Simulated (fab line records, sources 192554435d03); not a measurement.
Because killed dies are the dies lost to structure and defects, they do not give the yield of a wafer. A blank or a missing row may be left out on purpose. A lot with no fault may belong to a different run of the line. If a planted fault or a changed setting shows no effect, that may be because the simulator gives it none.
Split-lot experiment	flow n5-finfet	on a route of 1938 steps: 7 lots, 21 wafers read

## ABOUT THE SPLIT
At N5_BEOL_M0_SAQP_EXPOSE_37 (exposes mask M0 CUT1, target cd 30 nm), the setting dose-mj was moved away from the recipe's 44.75 on 8 of the 21 wafers read, by -7.1% to +5.4%. For the rest of the wafers, this setting stayed at what the recipe calls for.

## FROM THE SPLIT TO THE READING: what the file shows between them, 2 steps
- N5_BEOL_M0_SAQP_PEB_38: peb time 60 s
- N5_BEOL_M0_SAQP_DEVELOP_39: develop time 30 s

## THE READING
cd-nm (nm) at N5_BEOL_M0_SAQP_CD_MEAS_40, where the cd target is 30 nm. On this fab line, fault-free wafers typically give 29.96 nm with a standard deviation of 0.25 nm.

wafer	tool, chamber at the split	dose-mj as run	against the recipe	cd-nm, nm	against lot-mates on the recipe
L074.1	euv-scanner-01, 0	42.82	-4.3%	28.71	-0.89
L074.4	euv-scanner-01, 0	42.82	-4.3%	29.06	-0.54
L074.5	euv-scanner-01, 0	44.75	recipe	29.60	-
L081.1	euv-scanner-02, 0	42.06	-6.0%	28.85	-1.37
L081.2	euv-scanner-02, 0	42.06	-6.0%	28.91	-1.31
L081.5	euv-scanner-02, 0	44.75	recipe	30.22	-
L080.3	euv-scanner-02, 0	41.58	-7.1%	28.82	-1.27
L080.5	euv-scanner-02, 0	44.75	recipe	30.05	-
L080.6	euv-scanner-02, 0	44.75	recipe	30.13	-
L083.1	euv-scanner-02, 0	44.75	recipe	30.12	-
L083.2	euv-scanner-02, 0	44.75	recipe	29.75	-
L083.6	euv-scanner-02, 0	47.18	+5.4%	31.26	+1.32
L084.3	euv-scanner-02, 0	46.22	+3.3%	30.59	+0.35
L084.4	euv-scanner-02, 0	44.75	recipe	30.12	-
L084.5	euv-scanner-02, 0	44.75	recipe	30.36	-
L090.3	euv-scanner-01, 0	42.28	-5.5%	28.45	-1.47
L090.4	euv-scanner-01, 0	44.75	recipe	30.07	-
L090.5	euv-scanner-01, 0	44.75	recipe	29.77	-
L097.1	euv-scanner-01, 0	44.75	recipe	30.07	-
L097.4	euv-scanner-01, 0	44.75	recipe	29.84	-
L097.6	euv-scanner-01, 0	44.75	recipe	29.86	-

FIT RESULTS
A straight line over all 21 wafers: cd-nm changes by +0.211 nm for each +1% of dose-mj; r = +0.95; the points scatter about the line by 0.23 nm.
The same after taking each lot's own level away (the mean of its wafers on the recipe; 21 wafers): +0.207 nm for each +1%; r = +0.97; scatter 0.18 nm.
According to that fit, moving dose-mj by its largest amount changes the reading by 1.5 nm.
Across the lots, their own levels run from 29.600 to 30.240 nm, a range of 2.6 times the standard deviation given above.
So the lot-to-lot level changes the slope little: the two slopes agree.
Check: for one of the wafers moved furthest among these (-7.1%), held out of the fit, the line's prediction against its lot-mates is -1.53 nm. It came out at -1.27 nm against them.

## OTHER SPLITS APPLIED TO THESE WAFERS
Note: prior to the reading, these wafers also went through further splits. Each is held against what the fit with the lots' levels taken away leaves over:
other split on the same wafers	wafers away from the commonest value	r with cd-nm (lot level and that fit taken away)
N5_BEOL_M0_SAQP_PECVD_96 time-s	7	+0.02
N5_BEOL_M0_SAQP_SPACER2_ALD_26 target-thk-a	8	-0.28

## THE WHOLE CHAIN: every reading that the file lists as answering this split, in the file's order
step	what it does	reading	change (the file's fit)	r (the file's)
N5_BEOL_M0_SAQP_CD_MEAS_40	target cd 30 nm	cd-nm	+0.208 nm for each +1% of the setting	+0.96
N5_BEOL_M0_SAQP_DESCUM_45	chemistry O2, time 7 s	BEOL_M0_SAQP.cd-nm (the simulator's own value, which no gauge read)	+0.217 nm for each +1% of the setting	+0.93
N5_BEOL_M0_SAQP_ETCH_73	etches SiARC in CF4, target depth 19.5 nm, time 32.5 s	BEOL_M0_SAQP.cd-nm (the simulator's own value, which no gauge read)	+0.212 nm for each +1% of the setting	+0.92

## FILE'S OWN FIT
cd-nm changes by +0.208 nm for each +1% of dose-mj, r = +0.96.
